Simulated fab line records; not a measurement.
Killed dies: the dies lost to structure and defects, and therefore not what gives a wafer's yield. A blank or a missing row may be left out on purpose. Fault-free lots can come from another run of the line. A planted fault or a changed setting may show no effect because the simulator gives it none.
Check for tools in common	flow nand harc	Lots sampled 13, wafers sampled 39

WHY IT WAS OPENED
On 2 of the 13 lots, a flag is raised at NHARC_A_ONON_D1_THK_MEAS_24 on the reading thk nm. Wafers without a fault read 1001 nm, standard deviation 8.3.
Rule: a lot is flagged when every wafer of it that has a number lies more than 4 standard deviations from that mean, or none has a number. All remaining lots are regarded as sound.

lot	measured	on	thk nm (nm), wafer by wafer	flag
L878	day 7 18:06	film metro-02	1007 1006 1006	
L879	day 8 09:10	film metro-01	987 987 989	
L881	day 8 17:41	film metro-01	1008 1007 1008	
L883	day 9 02:14	film metro-01	1013 1013 1010	
L886	day 9 22:56	film metro-01	997 997 998	
L884	day 9 23:05	film metro-02	993 992 993	
L887	day 10 09:32	film metro-02	994 995 994	
L889	day 11 02:06	film metro-01	711 712 711	FLAGGED
L893	day 11 18:58	film metro-02	692 692 691	FLAGGED
L899	day 12 21:08	film metro-02	999 1001 1001	
L896	day 12 21:17	film metro-01	995 996 999	
L901	day 13 10:11	film metro-02	1000 1001 1002	
L900	day 13 10:12	film metro-01	991 991 990	
The numbers of the flagged lots are 702 nm on average: -300 nm against the usual, or -36 standard deviations.

TOOL THAT RAN EACH LOT
3 process steps preceding the reading are held in the record, out of 1159 steps in the route. Every cell lists first the tool, next ch and the chambers used by the sampled wafers, and last the start.
lot	flag	NHARC_P_BONDPAD_PVD_27	NHARC_A_ZERO_WELL_DESCUM_12	NHARC_A_ONON_D1_DEP_22
L878		pvd sputter-03, day 6 08:10 or earlier	rie diel-12 ch 1,2, day 6 08:10	pecvd onon-04 ch 0, day 7 17:36
L879		pvd sputter-02, day 6 18:22 or earlier	rie diel-07 ch 0,1,3, day 6 18:22	pecvd onon-02 ch 0, day 8 08:40
L881		pvd sputter-03, day 7 07:44 or earlier	rie diel-12 ch 1,2, day 7 07:44	pecvd onon-02 ch 0, day 8 17:11
L883		pvd sputter-03, day 7 18:16 or earlier	rie diel-12 ch 1,2,3, day 7 18:16	pecvd onon-02 ch 0, day 9 01:44
L886		pvd sputter-01, day 8 14:47 or earlier	rie diel-12 ch 0,1,3, day 8 14:47	pecvd onon-03 ch 0, day 9 22:25
L884		pvd sputter-02, day 8 13:44 or earlier	rie diel-12 ch 0,1,3, day 8 13:44	pecvd onon-02 ch 0, day 9 22:37
L887		pvd sputter-01, day 8 22:25 or earlier	rie diel-12 ch 1,2, day 8 22:25	pecvd onon-03 ch 0, day 10 09:11
L889	FLAGGED	pvd sputter-03, day 9 16:11 or earlier	rie diel-07 ch 0,1,2, day 9 16:11	pecvd onon-02 ch 0, day 11 01:38
L893	FLAGGED	pvd sputter-03, day 10 06:55 or earlier	rie diel-07 ch 0,3, day 10 06:55	pecvd onon-02 ch 0, day 11 18:34
L899		pvd sputter-01, day 11 13:01 or earlier	rie diel-07 ch 0,2,3, day 11 13:01	pecvd onon-03 ch 0, day 12 20:37
L896		pvd sputter-03, day 11 13:22 or earlier	rie diel-11 ch 1,2,3, day 11 13:22	pecvd onon-04 ch 0, day 12 20:46
L901		pvd sputter-01, day 11 23:38 or earlier	rie diel-11 ch 0,1, day 11 23:38	pecvd onon-03 ch 0, day 13 09:48
L900		pvd sputter-02, day 11 22:39 or earlier	rie diel-11 ch 0,1,2, day 11 22:39	pecvd onon-04 ch 0, day 13 09:48
What the steps here do:
- NHARC_P_BONDPAD_PVD_27: deposits Cu, target thk 30 nm, time 20.49 s.
- NHARC_A_ZERO_WELL_DESCUM_12: chemistry O2, time 3 s.
- NHARC_A_ONON_D1_DEP_22: target thk 1000 nm.
- NHARC_A_ONON_D1_THK_MEAS_24: measures by ellipsometry.

FLAGGED AGAINST TOTAL, ONE TOOL AT A TIME (gauges that did the reading follow at the end)
step	tool	lots run	flagged	share of the flagged lots	sound lots run after its first flagged lot
NHARC_P_BONDPAD_PVD_27	pvd sputter-01	4	0	none	-
NHARC_P_BONDPAD_PVD_27	pvd sputter-02	3	0	none	-
NHARC_P_BONDPAD_PVD_27	pvd sputter-03	6	2	all	1 (L896)
NHARC_A_ZERO_WELL_DESCUM_12	rie diel-07	4	2	all	1 (L899)
NHARC_A_ZERO_WELL_DESCUM_12	rie diel-11	3	0	none	-
NHARC_A_ZERO_WELL_DESCUM_12	rie diel-12	6	0	none	-
NHARC_A_ONON_D1_DEP_22	pecvd onon-02	6	2	all	0
NHARC_A_ONON_D1_DEP_22	pecvd onon-03	4	0	none	-
NHARC_A_ONON_D1_DEP_22	pecvd onon-04	3	0	none	-
NHARC_A_ONON_D1_THK_MEAS_24	film metro-01	7	1	some	2 (L896,L900)
NHARC_A_ONON_D1_THK_MEAS_24	film metro-02	6	1	some	2 (L899,L901)
With no start given for some of its lots, NHARC_P_BONDPAD_PVD_27 uses the hours and lot order of NHARC_A_ZERO_WELL_DESCUM_12.

WHAT IS ALLOWED BY THE TABLE
Rows of the table that ran every flagged lot, 3 in all: pvd sputter-03 at NHARC_P_BONDPAD_PVD_27, rie diel-07 at NHARC_A_ZERO_WELL_DESCUM_12, pecvd onon-02 at NHARC_A_ONON_D1_DEP_22.
- pvd sputter-03 at NHARC_P_BONDPAD_PVD_27 ran 6 lots, 2 of them flagged. After the first flagged lot (L896), sound lots still ran on it; a lasting fault on the whole tool would not permit that.
- rie diel-07 at NHARC_A_ZERO_WELL_DESCUM_12 ran 4 lots, 2 of them flagged. After the first flagged lot (L899), sound lots still ran on it; a lasting fault on the whole tool would not permit that.
- pecvd onon-02 at NHARC_A_ONON_D1_DEP_22 ran 6 lots, 2 of them flagged. Last sound lot L884 at day 9 22:37, first flagged lot L889 at day 11 01:38; a fault beginning in between fits.
What remains is a single tool, pecvd onon-02 at NHARC_A_ONON_D1_DEP_22.

WHAT WAS PUT IN BY THE SIMULATOR
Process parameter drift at NHARC_A_ONON_D1_DEP_22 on pecvd onon-02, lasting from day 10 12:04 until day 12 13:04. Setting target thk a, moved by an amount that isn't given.
Struck lots among those shown: L889, L893. This agrees with what the rule above found.
